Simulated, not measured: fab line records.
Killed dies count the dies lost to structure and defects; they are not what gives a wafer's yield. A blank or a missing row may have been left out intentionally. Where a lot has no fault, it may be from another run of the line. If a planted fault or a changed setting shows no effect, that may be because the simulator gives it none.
fab line records | flow nand_harc
[record] lots = 6 | wafers = 18 | last_day = 34
route steps=1302 shown A_DECK1_JOINT@539 A_ONON_D2@545 END@1302
lots that met no fault: from a run of the same line without faults
start_h: hours from the record's opening day to when the first of the lot's shown wafers began | wait_h: hours elapsed since this lot's preceding step | " repeats the value in the row above | L1.1+2: a row that stands for several wafers | - no value, or no start was given | * or withheld: withheld | < > ~ a bound
route shown NAME@n: NAME is a module with steps in the file, n the number in the route of the first one | usual: the fault-free wafers' mean and standard deviation | same: alike in all rows | chamber/n: place in a boat | sites: readings site by site | _std_site: standard deviation across them | _edge_site: mean of outer sites minus mean of inner sites | radius_mm: for every site, how far away it sits from the centre of the wafer | mask NAME#n: copy n | behind: the tool/chamber that last shaped the wafer | hold: what put the lot on hold/how long, in hours/how the hold closed | device: names the non-switching transistor (n, p or np) | end of line: at the end of the route, the tests of the same wafers | a step with no rows: only its recipe | killed: not the wafer's yield, but the dies lost to structure and defects at the first sort | map: a wafer's dies, marking killed ones x, the rest . and places with no die _
set.NAME: the setting the step ran with; set.NAME@STEP: the setting that earlier step ran with | model.NAME: the simulator's own value behind a step, which no gauge read
lots at some steps of the route; a table a step, a row a wafer
services: the hour from which a tool's chamber was out of use, counted from the record's first day as start_h (under 0 if before that day), plus the number of hours and why
[[steps]]
[step NHARC_A_DECK1_JOINT_CMP_02]
[recipe] material = SiOx
[usual] edge_zone_pressure_frac = 1.000/0.0046 | motor_current_A = 10.8/1.1
lot.wafer | tool   | chamber | start_h | wait_h | edge_zone_pressure_frac | motor_current_A
L993.1    | cmp-04 | 0       | 285.51  | 0.4    | 1.000                   | 10.4
L993.6    | "      | 1       | "       | "      | 0.997                   | 9.3
L993.5    | "      | 2       | "       | "      | 1.003                   | 11.3
L994.2    | cmp-02 | 2       | 285.51  | 0.4    | 1.002                   | 11.3
L994.6    | "      | 3       | "       | "      | 0.999                   | 13.1
L994.5    | "      | 0       | "       | "      | 0.998                   | 12.4
L108.1    | cmp-02 | 3       | 414.06  | 0.4    | 1.005                   | 13.1
L108.5    | "      | 0       | "       | "      | 1.001                   | 12.0
L108.6    | "      | 1       | "       | "      | 0.999                   | 9.3
L110.3    | cmp-04 | 1       | 429.13  | 0.4    | 0.997                   | 9.9
L110.1    | "      | 3       | "       | "      | 1.003                   | 11.7
L110.6    | "      | 1       | "       | "      | 0.996                   | 9.4
L111.3    | cmp-04 | 2       | 454.06  | 0.4    | 0.995                   | 11.3
L111.1    | "      | 3       | "       | "      | 1.000                   | 11.9
L111.6    | "      | 3       | "       | "      | 1.004                   | 11.5
L116.1    | cmp-01 | 1       | 512.65  | 0.4    | 0.999                   | 10.1
L116.3    | "      | 3       | "       | "      | 0.992                   | 10.3
L116.5    | "      | 0       | "       | "      | 0.999                   | 10.8
[step NHARC_A_DECK1_JOINT_SRD_15]
[step NHARC_A_DECK1_JOINT_DEP_16]
[recipe] target_thk_a = 450 | temp_c = 400 | pressure_torr = 6.5 | rf_w = 900 | teos_flow_sccm = 161.4 | flow_sccm = 2650 | target_thk_nm = 45 | gas = O2 | material = SiO2
[usual] chamber_pressure_Torr = 6.504/0.015 | heater_power_w = 527/87 | rf_fwd_power_W = 896.4/3 | showerhead_vpp_V = 1864/62 | throttle_valve_pct = 15.9/0.61
lot.wafer | tool     | chamber | start_h | wait_h | chamber_pressure_Torr | heater_power_w | rf_fwd_power_W | showerhead_vpp_V | throttle_valve_pct
L993.1    | pecvd-03 | 0       | 285.82  | 0.1    | 6.500                 | 427            | 899.6          | 1821             | 15.3
L993.6    | "        | 1       | "       | "      | 6.500                 | 670            | 896.0          | 1879             | 15.8
L993.5    | "        | 2       | "       | "      | 6.533                 | 517            | 898.7          | 1882             | 15.4
L994.2    | pecvd-04 | 2       | 285.88  | 0.1    | 6.511                 | 516            | 893.6          | 1940             | 16.1
L994.5    | "        | 1       | "       | "      | 6.469                 | 464            | 894.9          | 1910             | 16.2
L994.6    | "        | 2       | "       | "      | 6.532                 | 503            | 896.7          | 1920             | 15.7
L108.1    | pecvd-01 | 2       | 414.40  | 0.1    | 6.519                 | 567            | 895.5          | 1855             | 15.0
L108.5    | "        | 2       | "       | "      | 6.507                 | 557            | 899.2          | 1860             | 15.2
L108.6    | "        | 0       | "       | "      | 6.509                 | 521            | 899.1          | 1848             | 16.8
L110.1    | pecvd-01 | 1       | 429.49  | 0.1    | 6.486                 | 492            | 892.6          | 1917             | 15.9
L110.3    | "        | 2       | "       | "      | 6.502                 | 526            | 893.6          | 1853             | 14.9
L110.6    | "        | 0       | "       | "      | 6.464                 | 554            | 896.6          | 1899             | 16.8
L111.1    | pecvd-01 | 1       | 454.48  | 0.1    | 6.515                 | 439            | 895.8          | 1896             | 15.4
L111.3    | "        | 2       | "       | "      | 6.508                 | 495            | 899.3          | 1880             | 14.8
L111.6    | "        | 1       | "       | "      | 6.480                 | 441            | 891.6          | 1901             | 15.5
L116.3    | pecvd-04 | 0       | 513.02  | 0.1    | 6.516                 | 582            | 895.7          | 1770             | 15.2
L116.1    | "        | 1       | "       | "      | 6.489                 | 395            | 895.7          | 1887             | 16.9
L116.5    | "        | 1       | "       | "      | 6.482                 | 401            | 893.5          | 1894             | 17.0
[step NHARC_A_DECK1_JOINT_THK_MEAS_17]
[recipe] thk_meas_gauge = ellipsometry
[usual] thk_nm = 45.2/1.3
lot.wafer | tool          | chamber | start_h | wait_h | thk_nm
L993.1    | film_metro-01 | -       | 286.10  | 0.3    | 44.7
L993.5    | "             | -       | "       | "      | 48.4
L993.6    | "             | -       | "       | "      | 45.3
L994.2    | film_metro-02 | -       | 286.10  | 0.2    | 46.6
L994.5    | "             | -       | "       | "      | 47.0
L994.6    | "             | -       | "       | "      | 46.7
L108.1    | film_metro-02 | -       | 414.65  | 0.2    | 43.9
L108.5    | "             | -       | "       | "      | 47.1
L108.6    | "             | -       | "       | "      | 44.4
L110.1    | film_metro-01 | -       | 429.77  | 0.2    | 44.3
L110.3    | "             | -       | "       | "      | 43.8
L110.6    | "             | -       | "       | "      | 46.6
L111.1    | film_metro-02 | -       | 454.73  | 0.2    | 43.6
L111.3    | "             | -       | "       | "      | 42.9
L111.6    | "             | -       | "       | "      | 46.0
L116.1    | film_metro-02 | -       | 513.30  | 0.2    | 45.2
L116.3    | "             | -       | "       | "      | 46.3
L116.5    | "             | -       | "       | "      | 46.0
[step NHARC_A_DECK1_JOINT_INSPECT_05]
[usual] raw_defect_count = 352/190
lot.wafer | tool              | chamber | start_h | wait_h | raw_defect_count
L993.1    | defect_inspect-02 | -       | 286.13  | 0.0    | 164
L993.5    | "                 | -       | "       | "      | 161
L993.6    | "                 | -       | "       | "      | 124
L994.2    | defect_inspect-01 | -       | 286.14  | 0.0    | 200
L994.5    | "                 | -       | "       | "      | 256
L994.6    | "                 | -       | "       | "      | 323
L108.1    | defect_inspect-01 | -       | 414.69  | 0.0    | 240
L108.5    | "                 | -       | "       | "      | 222
L108.6    | "                 | -       | "       | "      | 246
L110.1    | defect_inspect-01 | -       | 429.81  | 0.0    | 396
L110.3    | "                 | -       | "       | "      | 565
L110.6    | "                 | -       | "       | "      | 577
L111.1    | defect_inspect-02 | -       | 454.77  | 0.0    | 453
L111.3    | "                 | -       | "       | "      | 338
L111.6    | "                 | -       | "       | "      | 275
L116.1    | defect_inspect-01 | -       | 513.33  | 0.0    | 220
L116.3    | "                 | -       | "       | "      | 326
L116.5    | "                 | -       | "       | "      | 279
[step NHARC_A_ONON_D2_DEP_00]
[recipe] target_thk_a = 10000 | n2_flow_sccm = 2750 | n2o_flow_sccm = 2000 | nh3_flow_sccm = 500 | sih4_flow_sccm = 210 | temp_c = 400
[step NHARC_A_ONON_D2_THK_MEAS_02]
[recipe] thk_meas_gauge = ellipsometry
[usual] thk_nm = 1002/10
lot.wafer | tool          | chamber | start_h | wait_h | thk_nm
L994.2    | film_metro-01 | -       | 286.71  | -      | 1008
L994.5    | "             | -       | "       | "      | 1007
L994.6    | "             | -       | "       | "      | 1009
L993.1    | film_metro-02 | -       | 286.71  | -      | 1013
L993.5    | "             | -       | "       | "      | 1014
L993.6    | "             | -       | "       | "      | 1013
L108.1    | film_metro-01 | -       | 415.34  | -      | 988
L108.5    | "             | -       | "       | "      | 987
L108.6    | "             | -       | "       | "      | 987
L110.1    | film_metro-01 | -       | 430.39  | -      | 989
L110.3    | "             | -       | "       | "      | 990
L110.6    | "             | -       | "       | "      | 988
L111.1    | film_metro-01 | -       | 455.35  | -      | 1010
L111.3    | "             | -       | "       | "      | 1011
L111.6    | "             | -       | "       | "      | 1010
L116.1    | film_metro-02 | -       | 513.91  | -      | 1001
L116.3    | "             | -       | "       | "      | 1000
L116.5    | "             | -       | "       | "      | 1002
[step NHARC_A_ONON_D2_DEP_03]
[recipe] target_thk_a = 10000 | n2_flow_sccm = 2750 | n2o_flow_sccm = 2000 | nh3_flow_sccm = 500 | sih4_flow_sccm = 210 | temp_c = 400
[step NHARC_A_ONON_D2_THK_MEAS_05]
[recipe] thk_meas_gauge = ellipsometry
[usual] thk_nm = 998/10
lot.wafer | tool          | chamber | start_h | wait_h | thk_nm
L994.2    | film_metro-01 | -       | 287.28  | -      | 1013
L994.5    | "             | -       | "       | "      | 1012
L994.6    | "             | -       | "       | "      | 1011
L993.1    | film_metro-02 | -       | 287.29  | -      | 983
L993.5    | "             | -       | "       | "      | 982
L993.6    | "             | -       | "       | "      | 983
L108.1    | film_metro-02 | -       | 415.91  | -      | 1004
L108.5    | "             | -       | "       | "      | 1003
L108.6    | "             | -       | "       | "      | 1002
L110.1    | film_metro-01 | -       | 430.96  | -      | 1005
L110.3    | "             | -       | "       | "      | 1006
L110.6    | "             | -       | "       | "      | 1005
L111.1    | film_metro-02 | -       | 455.92  | -      | 999
L111.3    | "             | -       | "       | "      | 999
L111.6    | "             | -       | "       | "      | 1000
L116.1    | film_metro-01 | -       | 514.47  | -      | 992
L116.3    | "             | -       | "       | "      | 992
L116.5    | "             | -       | "       | "      | 992
[step NHARC_A_ONON_D2_DEP_06]
[recipe] target_thk_a = 10000 | n2_flow_sccm = 2750 | n2o_flow_sccm = 2000 | nh3_flow_sccm = 500 | sih4_flow_sccm = 210 | temp_c = 400
[step NHARC_A_ONON_D2_THK_MEAS_08]
[recipe] thk_meas_gauge = ellipsometry
[usual] thk_nm = 997/8.5
lot.wafer | tool          | chamber | start_h | wait_h | thk_nm
L994.2    | film_metro-01 | -       | 287.85  | -      | 976
L994.5    | "             | -       | "       | "      | 975
L994.6    | "             | -       | "       | "      | 975
L993.1    | film_metro-02 | -       | 287.86  | -      | 996
L993.5    | "             | -       | "       | "      | 997
L993.6    | "             | -       | "       | "      | 996
L108.1    | film_metro-01 | -       | 416.47  | -      | 990
L108.5    | "             | -       | "       | "      | 992
L108.6    | "             | -       | "       | "      | 991
L110.1    | film_metro-02 | -       | 431.53  | -      | 1001
L110.3    | "             | -       | "       | "      | 999
L110.6    | "             | -       | "       | "      | 999
L111.1    | film_metro-02 | -       | 456.49  | -      | 1000
L111.3    | "             | -       | "       | "      | 999
L111.6    | "             | -       | "       | "      | 999
L116.1    | film_metro-01 | -       | 515.04  | -      | 1007
L116.3    | "             | -       | "       | "      | 1009
L116.5    | "             | -       | "       | "      | 1007
[step NHARC_A_ONON_D2_DEP_09]
[recipe] target_thk_a = 10000 | n2_flow_sccm = 2750 | n2o_flow_sccm = 2000 | nh3_flow_sccm = 500 | sih4_flow_sccm = 210 | temp_c = 400
lot.wafer  | tool          | chamber | start_h | wait_h
L993.1+5+6 | pecvd_onon-03 | 0       | 287.91  | 0.1
L994.2+5+6 | pecvd_onon-01 | 0       | 287.96  | 0.1
L108.1+5+6 | pecvd_onon-01 | 0       | 416.53  | 0.1
L110.1+3+6 | pecvd_onon-03 | 0       | 431.58  | 0.1
L111.1+3+6 | pecvd_onon-03 | 0       | 456.54  | 0.1
L116.1+3+5 | pecvd_onon-03 | 0       | 515.09  | 0.1
[step NHARC_A_ONON_D2_THK_MEAS_11]
[recipe] thk_meas_gauge = ellipsometry
[usual] thk_nm = 1001/11
lot.wafer | tool          | chamber | start_h | wait_h | thk_nm
L994.2    | film_metro-02 | -       | 288.42  | -      | 1002
L994.5    | "             | -       | "       | "      | 1000
L994.6    | "             | -       | "       | "      | 1000
L993.1    | film_metro-01 | -       | 288.43  | -      | 994
L993.5    | "             | -       | "       | "      | 993
L993.6    | "             | -       | "       | "      | 993
L108.1    | film_metro-01 | -       | 417.04  | -      | 991
L108.5    | "             | -       | "       | "      | 991
L108.6    | "             | -       | "       | "      | 991
L110.1    | film_metro-01 | -       | 432.09  | -      | 615
L110.3    | "             | -       | "       | "      | 613
L110.6    | "             | -       | "       | "      | 617
L111.1    | film_metro-02 | -       | 457.05  | -      | 622
L111.3    | "             | -       | "       | "      | 622
L111.6    | "             | -       | "       | "      | 621
L116.1    | film_metro-01 | -       | 515.60  | -      | 1014
L116.3    | "             | -       | "       | "      | 1015
L116.5    | "             | -       | "       | "      | 1013
[step NHARC_A_ONON_D2_DEP_12]
[recipe] target_thk_a = 10000 | n2_flow_sccm = 2750 | n2o_flow_sccm = 2000 | nh3_flow_sccm = 500 | sih4_flow_sccm = 210 | temp_c = 400
[step NHARC_END_SORT_01]
[recipe] temp_c = 25
[usual] killed_at_array = 56/21 | killed_at_other = 1.2/1.6 | killed_at_periphery = 3.7/2.5 | killed_dies = 61/21 | killed_open = 3.1/1.8 | killed_short = 2.8/1.7
[same] gross_dies = 677
lot.wafer | tool      | chamber | start_h | wait_h | killed_at_array | killed_at_other | killed_at_periphery | killed_dies | killed_open | killed_short
L110.1    | prober-01 | 0       | 711.43  | 2.5    | 669             | 1               | 7                   | 677         | 3           | 6
L110.3    | prober-01 | 0       | 713.03  | 3.1    | 669             | 0               | 8                   | 677         | 3           | 4
L110.6    | prober-01 | 0       | 715.44  | 4.0    | 668             | 2               | 7                   | 677         | 1           | 3
L111.1    | prober-01 | 0       | 738.78  | 2.5    | 672             | 0               | 5                   | 677         | 3           | 1
L111.3    | prober-01 | 0       | 740.40  | 3.1    | 673             | 3               | 1                   | 677         | 0           | 3
L111.6    | prober-01 | 0       | 742.83  | 4.0    | 671             | 1               | 5                   | 677         | 7           | 4
// killed by level:class
L110.1 A_ONON_D2:area_dep=588 A_CHANNEL_HOLE_D1:chamber_film_flake=34 A_SLIT:chamber_film_flake=26 A_CHANNEL_HOLE_D2:chamber_film_flake=11 P_STI:chamber_film_flake=3 A_CHANNEL_FILL_D1:geometric_particle:short=2 A_STAIRCASE:chamber_film_flake=2 P_CONTACT:geometric_particle:open=1
L110.3 A_ONON_D2:area_dep=604 A_SLIT:chamber_film_flake=26 A_CHANNEL_HOLE_D1:chamber_film_flake=23 A_CHANNEL_HOLE_D2:chamber_film_flake=7 P_M1:chamber_film_flake=4 A_STAIRCASE:chamber_film_flake=3 A_CHANNEL_FILL_D1:geometric_particle:short=2 P_STI:geometric_particle:short=1
L110.6 A_ONON_D2:area_dep=591 A_CHANNEL_HOLE_D1:chamber_film_flake=38 A_SLIT:chamber_film_flake=20 A_CHANNEL_HOLE_D2:chamber_film_flake=15 P_M1:chamber_film_flake=3 P_STI:chamber_film_flake=2 THIN_TSV:chamber_film_flake=2 P_CONTACT:geometric_particle:short=1
L111.1 A_ONON_D2:area_dep=613 A_SLIT:chamber_film_flake=29 A_CHANNEL_HOLE_D1:chamber_film_flake=5 A_M1:chamber_film_flake=4 A_SGD_CUT:chamber_film_flake=4 A_DECK1_JOINT:chamber_film_flake=3 A_STAIRCASE:chamber_film_flake=3 P_M1:chamber_film_flake=2
L111.3 A_ONON_D2:area_dep=608 A_SLIT:chamber_film_flake=41 A_CHANNEL_HOLE_D1:chamber_film_flake=14 A_CONTACT:chamber_film_flake=4 THIN_TSV:chamber_film_flake=2 A_DECK1_JOINT:geometric_particle:short=1 A_M0:geometric_particle:short=1 STARTING-WAFER:geometric_particle:short=1
L111.6 A_ONON_D2:area_dep=624 A_SLIT:chamber_film_flake=25 A_CHANNEL_HOLE_D1:chamber_film_flake=7 A_CONTACT:chamber_film_flake=4 A_CHANNEL_FILL_D1:geometric_particle:open=2 P_BONDPAD:chamber_film_flake=2 P_GATE:geometric_particle:open=1 P_M0:geometric_particle:open=1
// map L110.1 (x killed, . not)
____________x____________
_________xxxxxxx_________
_______xxxxxxxxxxx_______
______xxxxxxxxxxxxx______
_____xxxxxxxxxxxxxxx_____
____xxxxxxxxxxxxxxxxx____
____xxxxxxxxxxxxxxxxx____
___xxxxxxxxxxxxxxxxxxx___
___xxxxxxxxxxxxxxxxxxx___
__xxxxxxxxxxxxxxxxxxxxx__
__xxxxxxxxxxxxxxxxxxxxx__
_xxxxxxxxxxxxxxxxxxxxxxx_
_xxxxxxxxxxxxxxxxxxxxxxx_
_xxxxxxxxxxxxxxxxxxxxxxx_
_xxxxxxxxxxxxxxxxxxxxxxx_
_xxxxxxxxxxxxxxxxxxxxxxx_
xxxxxxxxxxxxxxxxxxxxxxxxx
xxxxxxxxxxxxxxxxxxxxxxxxx
xxxxxxxxxxxxxxxxxxxxxxxxx
xxxxxxxxxxxxxxxxxxxxxxxxx
xxxxxxxxxxxxxxxxxxxxxxxxx
_xxxxxxxxxxxxxxxxxxxxxxx_
_xxxxxxxxxxxxxxxxxxxxxxx_
_xxxxxxxxxxxxxxxxxxxxxxx_
_xxxxxxxxxxxxxxxxxxxxxxx_
_xxxxxxxxxxxxxxxxxxxxxxx_
__xxxxxxxxxxxxxxxxxxxxx__
__xxxxxxxxxxxxxxxxxxxxx__
___xxxxxxxxxxxxxxxxxxx___
___xxxxxxxxxxxxxxxxxxx___
____xxxxxxxxxxxxxxxxx____
____xxxxxxxxxxxxxxxxx____
_____xxxxxxxxxxxxxxx_____
______xxxxxxxxxxxxx______
_______xxxxxxxxxxx_______
_________xxxxxxx_________
____________x____________
// map L111.1 (x killed, . not)
____________x____________
_________xxxxxxx_________
_______xxxxxxxxxxx_______
______xxxxxxxxxxxxx______
_____xxxxxxxxxxxxxxx_____
____xxxxxxxxxxxxxxxxx____
____xxxxxxxxxxxxxxxxx____
___xxxxxxxxxxxxxxxxxxx___
___xxxxxxxxxxxxxxxxxxx___
__xxxxxxxxxxxxxxxxxxxxx__
__xxxxxxxxxxxxxxxxxxxxx__
_xxxxxxxxxxxxxxxxxxxxxxx_
_xxxxxxxxxxxxxxxxxxxxxxx_
_xxxxxxxxxxxxxxxxxxxxxxx_
_xxxxxxxxxxxxxxxxxxxxxxx_
_xxxxxxxxxxxxxxxxxxxxxxx_
xxxxxxxxxxxxxxxxxxxxxxxxx
xxxxxxxxxxxxxxxxxxxxxxxxx
xxxxxxxxxxxxxxxxxxxxxxxxx
xxxxxxxxxxxxxxxxxxxxxxxxx
xxxxxxxxxxxxxxxxxxxxxxxxx
_xxxxxxxxxxxxxxxxxxxxxxx_
_xxxxxxxxxxxxxxxxxxxxxxx_
_xxxxxxxxxxxxxxxxxxxxxxx_
_xxxxxxxxxxxxxxxxxxxxxxx_
_xxxxxxxxxxxxxxxxxxxxxxx_
__xxxxxxxxxxxxxxxxxxxxx__
__xxxxxxxxxxxxxxxxxxxxx__
___xxxxxxxxxxxxxxxxxxx___
___xxxxxxxxxxxxxxxxxxx___
____xxxxxxxxxxxxxxxxx____
____xxxxxxxxxxxxxxxxx____
_____xxxxxxxxxxxxxxx_____
______xxxxxxxxxxxxx______
_______xxxxxxxxxxx_______
_________xxxxxxx_________
____________x____________
[[services]]
tool          | chamber | start_h | hours | kind
cmp-02        | -       | 268.07  | 1.0   | repair
pecvd_onon-01 | -       | 269.07  | 13.0  | pm
pecvd-04      | -       | 269.21  | 13.0  | pm
cmp-01        | -       | 283.53  | 4.0   | pm
cmp-04        | -       | 307.33  | 4.0   | pm
pecvd-01      | -       | 311.00  | 13.0  | pm
cmp-02        | -       | 330.50  | 4.0   | pm
pecvd-04      | -       | 344.28  | 4.8   | repair
pecvd-01      | 2       | 358.90  | 8.7   | repair
cmp-02        | -       | 361.87  | 0.5   | repair
cmp-02        | -       | 378.39  | 1.9   | repair
cmp-02        | -       | 381.22  | 0.8   | repair
cmp-04        | -       | 402.77  | 0.5   | repair
cmp-04        | -       | 405.33  | 4.0   | pm
pecvd_onon-03 | -       | 408.00  | 13.0  | pm
cmp-02        | -       | 428.50  | 4.0   | pm
cmp-04        | -       | 446.31  | 0.8   | repair
pecvd_onon-01 | -       | 450.07  | 13.0  | pm
pecvd-04      | -       | 450.21  | 13.0  | pm
cmp-04        | -       | 462.84  | 0.7   | repair
cmp-04        | -       | 465.44  | 0.4   | repair
pecvd-01      | -       | 492.00  | 13.0  | pm
pecvd-04      | -       | 502.11  | 2.8   | repair
cmp-04        | -       | 503.33  | 4.0   | pm
[[key]]
[first_sign] step = NHARC_A_ONON_D2_THK_MEAS_11 | reading = thk_nm | direction = down | sigmas = 35 | usual = 1001 | struck = 618
[effect] step = NHARC_END_SORT_01 | reading = killed_at_array | direction = up | sigmas = 29 | usual = 56 | struck = 670
[more_kills_born_at] NHARC_A_ONON_D2_DEP_09@pecvd_onon-03 = 3628
met_at NHARC_A_ONON_D2_DEP_09
struck_wafers L110.1,L110.3,L110.6,L111.1,L111.3,L111.6
later_rows_left_out L110.1,L110.3,L110.6,L111.1,L111.3,L111.6
tester_left_out L110,L111
onset_between 287.91 431.58
also_fits NHARC_A_DECK1_JOINT_CMP_02:cmp-04,NHARC_A_DECK1_JOINT_DEP_16:pecvd-01
[fault] kind = process_parameter_drift | tool = pecvd_onon-03 | chamber = 0 | onset_h = 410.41 | steps = NHARC_A_ONON_D2_DEP_09 | channel = target_thk_a | offset = * | shape = step | end_h = 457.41 | acts_in = * | stated = *
// tester_left_out: of these lots the tester's yield and bins aren't shown, on N5 and GAA mostly nor the transistor test; their killed dies are dies lost to structure and defects alone, not to doping, threshold or leakage, so they don't give the yield
// later_rows_left_out: the simulator's readings of these wafers behind a module that went badly wrong aren't trusted and aren't shown, but for the sort
